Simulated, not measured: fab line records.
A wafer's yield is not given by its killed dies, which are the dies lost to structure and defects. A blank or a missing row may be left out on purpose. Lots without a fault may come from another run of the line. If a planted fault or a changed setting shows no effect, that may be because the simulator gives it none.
A lot that was struck, set against a sound lot | flow nand harc | 15 steps out of a route of 1302
Sound: the wafers L678.2, L678.3, L678.4. Struck: wafer L689.4. (L689.5, L689.6 of the same lot were not struck and are left out.) The cause comes at the end.
At each step with rows: each side's tool, then ch and its chambers, then its first start. Under that, the readings that differ: sound wafers | struck wafers | difference of the means | sigmas: that difference in standard deviations of wafers without a fault.
alike: a reading whose means differ by less than 2 such deviations, as well as words and numbers matching on both sides. not compared: withheld readings; readings where some wafer has no value; bounds like >300 that might hide an equal value; numbers whose values overlap and for which the record gives no deviation.
The two part at a step that has a row with sigmas, a row that says differs or no value, or rows on one side only. Numbers that have no deviation but don't overlap get no sigmas and don't part them. A reading that every wafer of one side lacks parts them only if that side has two wafers or more.

first, 1 step without rows for these wafers: NHARC_A_CHANNEL_HOLE_D1_ETCH_19 (etches the open film in C4F8/O2/Ar, time 34.5 s).
NHARC_A_CHANNEL_HOLE_D1_ETCH_20: etches the open film in C4F8/O2/Ar, time 361.9 s, target depth 1600 nm.
  sound on har etch-01 ch 0,1, day 9 08:23; struck on har etch-02 ch 0, day 13 17:26
  alike: drypump motor current A, he backside leak sccm, mfc ar sccm, run length s, showerhead plenum p Torr, throttle valve pct
  not compared: rf hours counter h
NHARC_A_CHANNEL_HOLE_D1_ETCH_21: etches the open film in C4F8/O2/Ar, time 514.3 s, target depth 1600 nm.
  sound on har etch-01 ch 0,1, day 9 08:41; struck on har etch-02 ch 0, day 13 17:47
  alike: drypump motor current A, he backside leak sccm, mfc ar sccm, run length s, showerhead plenum p Torr, throttle valve pct
  not compared: rf hours counter h
NHARC_A_CHANNEL_HOLE_D1_ETCH_22: etches the open film in C4F8/O2/Ar, time 666.7 s, target depth 1600 nm.
  sound on har etch-01 ch 0,1, day 9 09:08; struck on har etch-02 ch 0, day 13 18:16
  alike: drypump motor current A, he backside leak sccm, mfc ar sccm, run length s, showerhead plenum p Torr, throttle valve pct
  not compared: rf hours counter h
then, 2 steps without rows for these wafers: NHARC_A_CHANNEL_HOLE_D1_ETCH_23 (etches the open film in C4F8/O2/Ar, time 819 s, target depth 1600 nm); NHARC_A_CHANNEL_HOLE_D1_ETCH_24 (etches the open film in C4F8/O2/Ar, time 906.2 s, target depth 1500 nm).
NHARC_A_CHANNEL_HOLE_D1_ETCH_25: etches the open film in C4F8/O2/Ar, time 1040.2 s, target depth 1500 nm.
  sound on har etch-01 ch 0,1, day 9 11:09; struck on har etch-02 ch 0, day 13 20:24
  alike: drypump motor current A, he backside leak sccm, mfc ar sccm, run length s, showerhead plenum p Torr, throttle valve pct
  not compared: rf hours counter h
then, 5 steps without rows for these wafers: NHARC_A_CHANNEL_HOLE_D1_ETCH_26 (etches the open film in C4F8/O2/Ar, time 224.1 s, target depth 300 nm); NHARC_A_CHANNEL_HOLE_D1_ETCH_33 (etches the open film in C4F8/O2/Ar, time 90 s, target depth 400 nm); NHARC_A_CHANNEL_HOLE_D1_STRIP_41 (strips in N2/H2); NHARC_A_CHANNEL_HOLE_D1_STRIP_42 (strips in CF4/CHF3); NHARC_A_CHANNEL_HOLE_D1_STRIP_43 (strips in O2/COS).
NHARC_A_CHANNEL_HOLE_D1_ETCH_44: etches the open film in CF4/O2, target depth 140 nm, overetch 14 nm, time 77 s.
  sound on rie diel-07 ch 0,1,3, day 9 13:03; struck on rie diel-07 ch 0, day 13 21:57
  reading                | sound          | struck | difference | sigmas
  rf hours counter h (h) | 7 6 7          | 1      | -6         |
  run length s (s)       | 98.0 97.8 98.2 | 90.0   | -8.0       | -21
  alike: drypump motor current A, oes product au, rf vpp V, showerhead plenum p Torr, throttle valve pct
  not compared: bias w
NHARC_A_CHANNEL_HOLE_D1_STRIP_27: strips in O2.
  sound on rie diel-07 ch 0,2,3; struck on rie diel-07 ch 2
  reading                | sound | struck | difference | sigmas
  rf hours counter h (h) | 7 7 7 | 1      | -6         |
  alike: drypump motor current A, oes product au, rf vpp V, showerhead plenum p Torr, throttle valve pct
-- record jumps: 16 days between struck wafers' starts before vs after; left off in module A_CHANNEL_HOLE_D1, resumes in module END, first step shown is number 1302 of the route --
NHARC_END_SORT_01:
  sound on prober-01 ch 0, day 25 18:24; struck on prober-01 ch 0, day 30 01:11
  reading             | sound    | struck | difference | sigmas
  killed at array     | 22 24 24 | 552    | +529       | +25
  killed at periphery | 3 4 2    | 9      | +6         | +2
  killed dies         | 26 28 28 | 562    | +535       | +25
  alike: killed at other, killed open, killed short

== WHERE THEY PART ==
First at NHARC_A_CHANNEL_HOLE_D1_ETCH_44; last, within this record, at NHARC_END_SORT_01.

WHY: what had been put in by the simulator
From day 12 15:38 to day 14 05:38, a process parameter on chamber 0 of rie diel-07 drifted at NHARC_A_CHANNEL_HOLE_D1_ETCH_44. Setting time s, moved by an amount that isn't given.
